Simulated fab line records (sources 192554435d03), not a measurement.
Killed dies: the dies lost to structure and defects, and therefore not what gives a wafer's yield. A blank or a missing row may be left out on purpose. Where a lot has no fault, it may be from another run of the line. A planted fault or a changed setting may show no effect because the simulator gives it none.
fab line records	flow n5Finfet
record: lots: 9	wafers: 27	lastDay: 18
route steps=1938 shown BEOL_M2@884 BEOL_M4@1111 PASSIVATION@1936
lots that met no fault: from a run of the same line without faults
startH: hours from the record's first day to the start of the lot's first wafer shown	waitH: how many hours have passed since the lot's step before this one	" the same as in the row above	L1.1+2: a row that stands for several wafers	- either no value or no given start	* or withheld: withheld	< > ~ a bound
route shown NAME@n: a module of which the file shows steps, and the number in the route of the first	usual: mean/standard deviation of fault-free wafers	same: alike in all rows	chamber/n: place in a boat	sites: each site's reading	_std_site: their standard deviation	_edge_site: mean of outer sites minus mean of inner sites	radiusMm: how far each site lies from the wafer's centre	mask NAME#n: copy n	behind: tool/chamber where the wafer was last shaped	hold: why the lot was held/for how many hours/how that ended	device: the transistor (n, p or np) that didn't switch	end of line: the route-end tests of the same wafers	step lacking rows: just its recipe	killed: dies lost to structure and defects at the first sort, not the wafer's yield	map: per-die view of a wafer (x killed, . not killed, _ where there is no die)
set.NAME: the setting that was run; set.NAME@STEP: the one run at that earlier step	model.NAME: the simulator's own value behind a step, which no gauge read
a sample of lots followed through the steps of the route, with each step as a table and each wafer as a row
services: from which hour (startH, from the record's first day; less than 0 if before it) a tool's chamber was out of use, for how many hours, and why
== steps ==
step: N5_BEOL_M2_ETCH_70
recipe: chemistry: N2/H2	target: SOC	targetDepthA: 800	overetchA: 240	maskMaterial: SiARC	tempC: 40	timeS: 130	ionEnergyEv: 200	pressureMtorr: 30	sourceW: 840	biasW: 150	n2FlowSccm: 200	h2FlowSccm: 200
usual: drypumpMotorCurrentA: 6.0/0.33	oesProductAu: 0.59/0.064	rfVppV: 525/3.1	showerheadPlenumPTorr: 2.58/0.11	throttleValvePct: 17.74/0.28
lot.wafer	tool	chamber	startH	waitH	drypumpMotorCurrentA	oesProductAu	rfHoursCounterH	rfVppV	showerheadPlenumPTorr	throttleValvePct
L771.2	rieDiel-02	3	143.61	0.0	6.8	0.51	223	523	2.50	18.19
L771.3	"	0	"	"	5.8	0.55	169	521	2.41	17.57
L771.6	"	2	"	"	5.9	0.52	-	523	2.49	17.62
L778.2	rieDiel-04	3	181.07	0.0	5.8	0.50	251	519	2.40	17.59
L778.3	"	0	"	"	5.9	0.64	42	527	2.71	18.09
L778.4	"	3	"	"	5.8	0.49	-	520	2.40	17.60
L779.1	rieDiel-06	0	192.53	0.0	6.4	0.55	140	525	2.56	17.78
L779.5	"	0	"	"	6.4	0.55	-	524	2.56	17.78
L779.6	"	1	"	"	5.8	0.59	-	521	2.46	17.65
L785.1	rieDiel-02	2	245.32	0.0	5.8	0.72	4	523	2.48	17.26
L785.4	"	2	"	"	5.8	0.73	-	524	2.48	17.27
L785.6	"	1	"	"	6.3	0.60	-	524	2.56	17.68
L786.3	rieDiel-02	0	249.07	0.0	5.8	0.52	208	521	2.40	17.64
L786.4	"	2	"	"	5.9	0.72	-	524	2.48	17.27
L786.6	"	1	"	"	6.4	0.60	-	526	2.56	17.71
L789.3	rieDiel-06	1	257.73	0.0	5.8	0.57	120	521	2.45	17.67
L789.5	"	1	"	"	5.7	0.58	-	520	2.45	17.67
L789.6	"	2	"	"	4.9	0.52	-	524	2.51	18.07
L790.2	rieDiel-04	2	263.11	0.0	5.9	0.58	108	527	2.66	17.84
L790.3	"	0	"	"	5.9	0.62	69	528	2.70	18.14
L790.6	"	3	"	"	5.9	0.68	-	528	2.71	17.15
L791.2	rieDiel-06	0	267.62	0.0	6.4	0.54	167	524	2.55	17.84
L791.5	"	3	"	"	6.4	0.56	-	525	2.65	17.94
L791.6	"	2	"	"	4.9	0.52	-	524	2.51	18.08
L793.2	rieDiel-04	3	281.01	0.0	5.8	0.66	25	528	2.71	17.16
L793.3	"	2	"	"	6.0	0.59	114	528	2.66	17.86
L793.6	"	2	"	"	6.0	0.58	-	526	2.66	17.85
step: N5_BEOL_M2_VIA_ETCH_34
recipe: chemistry: C4F6/O2	targetDepthA: 694	maskMaterial: SOC	pressureMtorr: 15	ionEnergyEv: 250	taperDeg: 4	timeS: 65.9	sourceW: 350	biasW: 170	Ar_flow_sccm: 300	C4F6_flow_sccm: 10	O2_flow_sccm: 10
usual: O2_flow_sccm: 10.00/0.031	drypumpMotorCurrentA: 6.0/0.33	oesProductAu: 0.80/0.091	rfVppV: 660/12	showerheadPlenumPTorr: 2.88/0.11	throttleValvePct: 30.6/0.32
lot.wafer	tool	chamber	startH	waitH	O2_flow_sccm	drypumpMotorCurrentA	oesProductAu	rfHoursCounterH	rfVppV	showerheadPlenumPTorr	throttleValvePct
L771.2	rieDiel-02	3	143.72	0.0	9.96	6.8	0.68	223	687	2.81	31.3
L771.3	"	0	"	"	9.99	5.8	0.74	169	658	2.69	30.1
L771.6	"	2	"	"	9.93	5.9	0.71	-	664	2.84	31.0
L778.2	rieDiel-04	3	181.17	0.0	10.03	5.8	0.69	251	646	2.69	30.4
L778.3	"	0	"	"	10.02	5.9	0.87	42	664	2.96	30.6
L778.4	"	3	"	"	10.03	5.8	0.68	-	644	2.69	30.4
L779.1	rieDiel-06	0	192.64	0.0	10.03	6.4	0.75	140	667	2.86	30.6
L779.5	"	0	"	"	10.00	6.4	0.74	-	669	2.86	30.6
L779.6	"	1	"	"	9.97	5.7	0.79	-	661	2.76	30.4
L785.1	rieDiel-02	2	245.42	0.0	10.01	5.9	0.99	4	665	2.83	30.9
L785.4	"	2	"	"	9.99	5.9	0.98	-	664	2.83	30.9
L785.6	"	1	"	"	10.01	6.3	0.80	-	636	2.90	31.2
L786.3	rieDiel-02	0	249.18	0.0	9.99	5.8	0.69	208	657	2.67	30.2
L786.4	"	2	"	"	10.03	5.8	0.98	-	666	2.83	30.9
L786.6	"	1	"	"	9.98	6.3	0.81	-	637	2.90	31.2
L789.3	rieDiel-06	1	257.84	0.0	10.03	5.8	0.76	120	661	2.75	30.4
L789.5	"	1	"	"	9.99	5.8	0.76	-	661	2.75	30.4
L789.6	"	2	"	"	10.06	4.9	0.70	-	643	2.80	30.9
L790.2	rieDiel-04	2	263.22	0.0	10.01	6.0	0.80	108	655	2.96	30.7
L790.3	"	0	"	"	9.98	5.9	0.83	69	662	2.95	30.6
L790.6	"	3	"	"	9.95	5.8	0.93	-	656	3.02	30.0
L791.2	rieDiel-06	0	267.73	0.0	10.04	6.4	0.73	167	669	2.84	30.6
L791.5	"	3	"	"	9.97	6.4	0.76	-	684	2.93	30.9
L791.6	"	2	"	"	10.00	5.0	0.70	-	644	2.80	30.9
L793.2	rieDiel-04	3	281.11	0.0	9.98	5.8	0.92	25	656	3.02	30.0
L793.3	"	2	"	"	9.96	6.0	0.79	114	654	2.96	30.7
L793.6	"	2	"	"	10.04	6.0	0.80	-	655	2.96	30.7
step: N5_BEOL_M2_CVD_47
recipe: material: Co	targetThkA: 30	tempC: withheld	precursor: CCTBA/H2	pressureTorr: 30	timeS: 223.8
usual: chamberPressureTorr: 29.99/0.059	runLengthS: 246.5/0.58
lot.wafer	tool	chamber	startH	waitH	chamberPressureTorr	runLengthS
L771.2	cvdCo-01	0	146.73	0.2	29.92	246.6
L771.3	"	1	"	"	30.02	247.7
L771.6	"	2	"	"	29.98	246.4
L778.2	cvdCo-02	0	182.50	0.1	29.98	245.8
L778.3	"	1	"	"	29.94	246.3
L778.4	"	2	"	"	30.07	246.9
L779.1	cvdCo-02	0	194.03	0.1	29.91	245.9
L779.5	"	1	"	"	29.99	246.2
L779.6	"	0	"	"	29.92	246.0
L785.1	cvdCo-01	2	247.05	0.1	-	-
L785.4	"	0	"	"	-	-
L785.6	"	2	"	"	-	-
L786.3	cvdCo-02	2	250.86	0.1	-	-
L786.4	"	1	"	"	-	-
L786.6	"	0	"	"	-	-
L789.3	cvdCo-02	1	258.98	0.1	-	-
L789.5	"	0	"	"	-	-
L789.6	"	1	"	"	-	-
L790.2	cvdCo-01	0	264.70	0.3	29.98	246.9
L790.3	"	2	"	"	30.06	246.5
L790.6	"	2	"	"	30.04	246.6
L791.2	cvdCo-01	1	268.99	0.0	30.05	247.8
L791.5	"	1	"	"	30.01	248.1
L791.6	"	2	"	"	30.02	246.2
L793.2	cvdCo-02	1	282.55	0.1	30.12	246.8
L793.3	"	0	"	"	30.00	246.7
L793.6	"	2	"	"	30.06	246.8
step: N5_BEOL_M2_SPUTTER_86
recipe: material: Cu	targetThkA: 45	tempC: -20	chamberPressurePa: 0.07	powerW: withheld	timeS: 8.29
usual: throttleValvePct: 29.8/0.97
lot.wafer	tool	chamber	startH	waitH	throttleValvePct
L771.2	pvdSputter-03	-	147.57	0.1	31.0
L771.3	"	-	"	"	31.1
L771.6	"	-	"	"	30.4
L778.2	pvdSputter-01	-	183.44	0.1	29.6
L778.3	"	-	"	"	29.1
L778.4	"	-	"	"	30.2
L779.1	pvdSputter-02	-	194.87	0.1	29.0
L779.5	"	-	"	"	29.8
L779.6	"	-	"	"	28.7
L785.1	pvdSputter-02	-	247.95	0.1	27.6
L785.4	"	-	"	"	28.6
L785.6	"	-	"	"	29.0
L786.3	pvdSputter-01	-	252.82	0.1	29.1
L786.4	"	-	"	"	30.0
L786.6	"	-	"	"	30.1
L789.3	pvdSputter-03	-	259.80	0.1	31.3
L789.5	"	-	"	"	30.5
L789.6	"	-	"	"	30.3
L790.2	pvdSputter-01	-	266.94	0.1	30.2
L790.3	"	-	"	"	29.3
L790.6	"	-	"	"	29.7
L791.2	pvdSputter-03	-	269.88	0.1	29.7
L791.5	"	-	"	"	31.0
L791.6	"	-	"	"	30.1
L793.2	pvdSputter-03	-	283.39	0.1	31.1
L793.3	"	-	"	"	31.2
L793.6	"	-	"	"	31.3
step: N5_BEOL_M2_CMP_52
recipe: stopOn: SiOC	tOverpolishS: 6.8	downForcePsi: 1	platenRpm: 50	clearingPlatenDownForcePsi: 1.5	clearingPlatenRpm: 50	postCmpClean: cuAlkaline	targetThkNm: 40	clearingPlatenPadVelocityMS: 0.99484	padVelocityMS: 0.99484
usual: barrierFieldEndpointS: 24.8/0.71	motorCurrentA: 6.2/0.76
lot.wafer	tool	chamber	startH	waitH	barrierFieldEndpointS	motorCurrentA
L771.2	cmp-03	0	149.35	0.2	23.7	6.4
L771.3	"	3	"	"	24.9	6.5
L771.6	"	1	"	"	24.7	5.2
L778.4	cmp-02	1	185.04	0.1	24.2	7.2
L778.3	"	2	"	"	24.1	5.8
L778.2	"	3	"	"	24.1	6.1
L779.1	cmp-03	3	196.55	0.3	24.8	6.4
L779.6	"	1	"	"	24.1	4.9
L779.5	"	2	"	"	25.8	7.1
L785.4	cmp-03	0	249.56	0.1	20.7	6.6
L785.1	"	3	"	"	21.2	6.4
L785.6	"	0	"	"	21.1	6.5
L786.4	cmp-02	0	254.49	0.2	21.6	6.1
L786.3	"	1	"	"	20.4	7.4
L786.6	"	3	"	"	20.5	6.7
L789.3	cmp-03	2	261.60	0.2	20.9	7.1
L789.6	"	1	"	"	20.4	5.1
L789.5	"	2	"	"	20.9	7.1
L790.3	cmp-01	2	268.80	0.2	26.0	4.6
L790.2	"	3	"	"	24.6	5.8
L790.6	"	2	"	"	25.8	4.6
L791.2	cmp-02	2	271.51	0.2	24.4	6.2
L791.6	"	1	"	"	24.9	6.7
L791.5	"	2	"	"	24.8	5.9
L793.3	cmp-03	3	285.01	0.2	24.7	6.2
L793.2	"	0	"	"	24.9	6.4
L793.6	"	3	"	"	26.1	6.4
step: N5_BEOL_M4_RC_MEAS_101
usual: DIBL_N: 37.2/2.5	DIBL_P: 38/3	IOFF_N: 0.17/0.044	IOFF_P: 0.24/0.059	ION_N: 667/13	ION_P: 461/7.9	SS_N: 71.8/0.86	SS_P: 73.6/0.92	VT_N: 250/4.1	VT_P: -249/3.9
lot.wafer	tool	chamber	startH	waitH	DIBL_N[mV/V]	DIBL_P[mV/V]	IOFF_N[nA/um]	IOFF_P[nA/um]	ION_N[uA/um]	ION_P[uA/um]	SS_N[mV/dec]	SS_P[mV/dec]	VT_N[mV]	VT_P[mV]
L771.2	prober-01	0	178.96	0.2	36.9	38	0.17	0.23	685	466	72.0	73.9	250	-247
L771.3	"	0	"	"	36.7	37	0.15	0.21	656	460	71.8	72.6	252	-253
L771.6	"	0	"	"	39.7	41	0.22	0.31	682	468	73.0	74.0	245	-243
L778.2	prober-02	0	216.51	0.2	38.5	38	0.18	0.27	677	480	71.3	73.6	249	-244
L778.3	"	0	"	"	37.5	37	0.15	0.23	658	460	71.7	73.5	252	-247
L778.4	"	0	"	"	37.5	36	0.16	0.22	670	459	71.0	73.3	247	-246
L779.1	prober-02	0	222.51	0.0	38.5	41	0.19	0.27	672	464	72.4	74.5	252	-248
L779.5	"	0	"	"	37.0	38	0.17	0.23	666	463	71.6	73.1	249	-248
L779.6	"	0	"	"	39.3	41	0.20	0.28	677	466	72.4	74.2	250	-246
L790.2	prober-01	0	290.89	0.2	37.1	36	0.14	0.22	651	452	71.5	73.0	254	-248
L790.3	"	0	"	"	35.6	36	0.14	0.22	666	464	71.0	73.4	250	-249
L790.6	"	0	"	"	39.0	39	0.18	0.28	665	464	72.2	74.2	249	-247
L791.2	prober-02	0	308.40	0.2	33.1	34	0.11	0.16	650	452	71.2	73.1	255	-253
L791.5	"	0	"	"	39.4	41	0.19	0.26	654	452	72.3	74.4	251	-251
L791.6	"	0	"	"	39.1	41	0.20	0.26	675	460	73.1	73.7	248	-250
L793.2	prober-02	0	314.24	0.2	32.1	33	0.11	0.15	655	449	70.3	71.7	254	-254
L793.3	"	0	"	"	32.5	32	0.11	0.15	664	453	70.4	72.1	255	-256
L793.6	"	0	"	"	34.2	36	0.14	0.19	672	465	70.5	72.6	252	-251
step: N5_PASSIVATION_PROBE_49
usual: defectLimitedYield: 91.5/1.4	killed_at_M0_to_M3: 32/11	killed_at_M4_up: 12/4.4	killedAtContacts: 13/6.1	killedAtFrontEnd: 39/12	killedAtOther: 3.9/3	killedDies: 100/17	killedOnRim: 13/3.9	killedOpen: 66/12	killedShort: 33/7.4	sort_bin_5_function: 5.0/0.95	sort_bin_6_memory: 3.2/0.66	sort_bin_8_speed: 0.0/0.33	sortNPass: 1079/17	sortYieldPct: 91.4/1.5
same: grossDies: 1180	killedAtBackSide: 0	sort_bin_4_leakage[%]: 0
lot.wafer	tool	chamber	startH	waitH	defectLimitedYield[%]	killed_at_M0_to_M3	killed_at_M4_up	killedAtContacts	killedAtFrontEnd	killedAtOther	killedDies	killedOnRim	killedOpen	killedShort	sort_bin_5_function[%]	sort_bin_6_memory[%]	sort_bin_8_speed[%]	sortNPass	sortYieldPct[%]
L785.1	prober-01	-	374.27	0.0	0	1120	13	3	43	1	1180	152	65	21	90.8	9.2	0	0	0
L785.4	prober-01	-	374.42	0.2	0	1125	11	14	29	1	1180	152	54	22	90.0	9.7	0	0	0
L785.6	prober-01	-	374.52	0.3	0	1120	12	11	34	3	1180	152	57	27	89.2	10.7	0	0	0
L786.3	prober-01	-	392.21	0.1	0	1120	14	22	23	1	1180	152	59	19	89.2	10.7	0	0	0
L786.4	prober-01	-	392.26	0.2	0	1130	12	10	26	2	1180	152	46	19	89.0	10.8	0	0	0
L786.6	prober-01	-	392.36	0.3	0	1126	19	12	20	3	1180	152	52	23	89.7	10.3	0	0	0
L789.3	prober-02	-	394.13	0.1	0	1127	7	4	37	5	1180	152	57	18	90.1	9.6	0	0	0
L789.5	prober-02	-	394.23	0.2	0	1124	13	0	38	5	1180	152	59	35	88.8	10.7	0	0	0
L789.6	prober-02	-	394.28	0.3	0	1131	10	9	30	0	1180	152	56	28	91.0	8.7	0	0	0
killed by level:class
L785.1 BEOL_M2:areaCvd=854 BEOL_M2:interfaceVoidOpened=240 STI_FIN_REVEAL:geometricParticle:open=11 FIN_SAQP:geometricParticle:open=9 BEOL_M1:geometricParticle:open=7 FIN_SAQP:geometricParticle:short=6 BEOL_M2:geometricParticle:open=5 BEOL_M4:geometricParticle:open=5
L785.4 BEOL_M2:areaCvd=877 BEOL_M2:interfaceVoidOpened=227 MOL_CONTACT_COAG:geometricParticle:open=13 BEOL_M1:geometricParticle:open=9 FIN_SAQP:geometricParticle:open=7 FIN_SAQP:geometricParticle:short=7 DUMMY_GATE:geometricParticle:open=5 BEOL_M4:geometricParticle:open=5
L785.6 BEOL_M2:areaCvd=843 BEOL_M2:interfaceVoidOpened=253 MOL_CONTACT_COAG:geometricParticle:open=11 BEOL_M0_SAQP:geometricParticle:open=8 FIN_SAQP:geometricParticle:open=7 DUMMY_GATE:geometricParticle:open=7 STI_FIN_REVEAL:geometricParticle:open=6 BEOL_M0_SAQP:geometricParticle:short=6
L786.3 BEOL_M2:areaCvd=851 BEOL_M2:interfaceVoidOpened=251 MOL_CONTACT_COAG:geometricParticle:open=19 BEOL_M4:geometricParticle:open=11 GATE_CUT:geometricParticle:short=6 BEOL_M2:geometricParticle:open=6 STI_FIN_REVEAL:geometricParticle:open=3 MOL_CONTACT_COAG:geometricParticle:short=3
L786.4 BEOL_M2:areaCvd=859 BEOL_M2:interfaceVoidOpened=255 MOL_CONTACT_COAG:geometricParticle:open=8 FIN_SAQP:geometricParticle:open=6 BEOL_M2:geometricParticle:open=5 BEOL_M4:geometricParticle:open=5 FIN_SAQP:geometricParticle:short=4 BEOL_M0_SAQP:geometricParticle:open=4
L786.6 BEOL_M2:areaCvd=866 BEOL_M2:interfaceVoidOpened=238 BEOL_M4:geometricParticle:open=13 MOL_CONTACT_COAG:geometricParticle:open=9 BEOL_M1:geometricParticle:open=8 GATE_CUT:geometricParticle:open=4 STI_FIN_REVEAL:geometricParticle:open=3 DUMMY_GATE:geometricParticle:open=3
L789.3 BEOL_M2:areaCvd=868 BEOL_M2:interfaceVoidOpened=235 FIN_SAQP:geometricParticle:open=11 BEOL_M0_SAQP:geometricParticle:open=7 BEOL_M1:geometricParticle:open=6 FIN_SAQP:geometricParticle:short=5 BEOL_M2:geometricParticle:open=5 DUMMY_GATE:geometricParticle:open=4
L789.5 BEOL_M2:areaCvd=857 BEOL_M2:interfaceVoidOpened=229 BEOL_M2:geometricParticle:open=11 FIN_SAQP:geometricParticle:open=8 FIN_SAQP:geometricParticle:short=8 BEOL_M0_SAQP:geometricParticle:short=7 BEOL_M3:geometricParticle:open=7 STI_FIN_REVEAL:geometricParticle:open=6
L789.6 BEOL_M2:areaCvd=852 BEOL_M2:interfaceVoidOpened=243 FIN_SAQP:geometricParticle:open=11 BEOL_M0_SAQP:geometricParticle:short=10 BEOL_M1:geometricParticle:open=9 BEOL_M0_SAQP:geometricParticle:open=8 MOL_CONTACT_COAG:geometricParticle:open=7 FIN_SAQP:geometricParticle:short=4
== services ==
tool	chamber	startH	hours	kind
rieDiel-04	-	137.64	1.0	repair
pvdSputter-02	-	138.18	3.5	repair
cmp-02	-	141.19	0.6	repair
rieDiel-02	-	158.13	14.6	pm
cvdCo-02	2	163.16	7.5	repair
rieDiel-04	1	166.78	-	clean
rieDiel-04	1	166.78	-	consumableReplace:focusRing
rieDiel-04	1	166.78	21.4	scheduledDown
rieDiel-04	1	166.78	21.4	ventCycle
cvdCo-01	0	188.27	2.6	repair
rieDiel-04	3	188.31	-	clean
rieDiel-04	3	188.31	-	consumableReplace:focusRing
rieDiel-06	2	189.17	6.4	repair
rieDiel-06	-	195.09	0.2	repair
cmp-02	-	207.18	5.2	pm
cvdCo-01	-	218.10	0.7	repair
cmp-03	-	226.70	1.3	repair
cmp-01	-	228.38	0.4	repair
cmp-02	-	239.83	4.0	pm
cvdCo-01	-	244.77	0.8	repair
cmp-01	-	251.56	4.0	pm
cmp-02	-	256.58	0.3	repair
cmp-01	-	260.01	6.3	pm
rieDiel-06	-	279.75	0.6	repair
== key ==
firstSign: step: N5_BEOL_M2_CVD_47	reading: toolRecord	direction: missing
effect: step: N5_BEOL_M2_CMP_52	reading: barrierFieldEndpointS	direction: down	sigmas: 5.6	usual: 24.8	struck: 20.9
effect: step: N5_PASSIVATION_PROBE_49	reading: killed_at_M0_to_M3	direction: up	sigmas: 99+	usual: 32	struck: 1125
moreKillsBornAt: N5_BEOL_M2_CVD_47@cvdCo-02: 5153	N5_BEOL_M2_CVD_47@cvdCo-01: 2574
metAt N5_BEOL_M2_CVD_47
struckLots L785,L786,L789
laterRowsLeftOut L785.1,L785.4,L785.6,L786.3,L786.4,L786.6,L789.3,L789.5,L789.6
notActingAt N5_BEOL_M2_ETCH_70,N5_BEOL_M2_VIA_ETCH_34,N5_BEOL_M2_SPUTTER_86
onsetBetween 194.03 247.05
fault: kind: skippedStepWhole	tool: cvdCo-01,cvdCo-02	chamber: -	onsetH: 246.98	steps: N5_BEOL_M2_CVD_47	scope: struckLotsOnly
laterRowsLeftOut: the simulator's readings of these wafers behind a module that went badly wrong aren't trusted and aren't shown, but for the sort
